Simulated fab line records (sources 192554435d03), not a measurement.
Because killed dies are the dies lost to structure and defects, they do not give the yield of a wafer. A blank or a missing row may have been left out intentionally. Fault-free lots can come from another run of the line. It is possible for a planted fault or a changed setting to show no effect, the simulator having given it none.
Matching of chambers -- flow n5_finfet -- N5_BEOL_M6_STRIP_19 on rie_diel-05 has 4 sister chambers
The step strips in O2. 8 wafers are shown with their chamber, then 10 later ones without.

== EACH WAFER AND ITS CHAMBER ==
wafer,chamber,drypump_motor_current_A (A),showerhead_plenum_p_Torr (Torr)
L080.3,1,5.3,2.15
L082.1,1,5.3,2.15
L082.3,0,5.9,2.00
L088.1,2,5.3,2.14
L088.5,0,6.0,1.99
L088.6,3,5.8,2.09
L091.1,3,5.8,2.09
L091.2,2,5.3,2.14

== WAFERS WITH NO CHAMBER GIVEN ==
wafer,drypump_motor_current_A (A),showerhead_plenum_p_Torr (Torr)
L091.6,5.2,2.14
L090.2,6.0,1.99
L090.4,5.3,2.14
L090.5,5.8,2.09
L092.1,5.3,2.13
L092.4,6.0,1.99
L092.6,5.3,2.14
L096.4,5.3,2.13
L096.5,5.3,2.13
L096.6,5.8,2.09

== WHICH CHAMBER EACH ONE RAN IN ==
wafer,from the rows above,in truth
L091.6,can't be placed: 2 or 1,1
L090.2,0,0
L090.4,2,2
L090.5,3,3
L092.1,2,2
L092.4,0,0
L092.6,2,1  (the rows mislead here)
L096.4,2,2
L096.5,2,2
L096.6,3,3
Placed correctly: 8 of 10. Not placeable from these rows: 1 (in 1, the candidates include the true chamber). Number placed wrongly: 1.
How it was worked out, from the rows above alone: a wafer's distance from a chamber is the root of the sum, over the readings, of the square of ((its reading less the chamber's mean) divided by the reading's scatter). The wafer belongs to the nearest chamber; if the next one is less than 2 further off, it can't be placed. For every chamber, the mean is computed from those of its wafers that are shown. The scatter: the root of (the sum of the squares of (reading less its chamber's mean) over the shown wafers, divided by (wafers less chambers)).
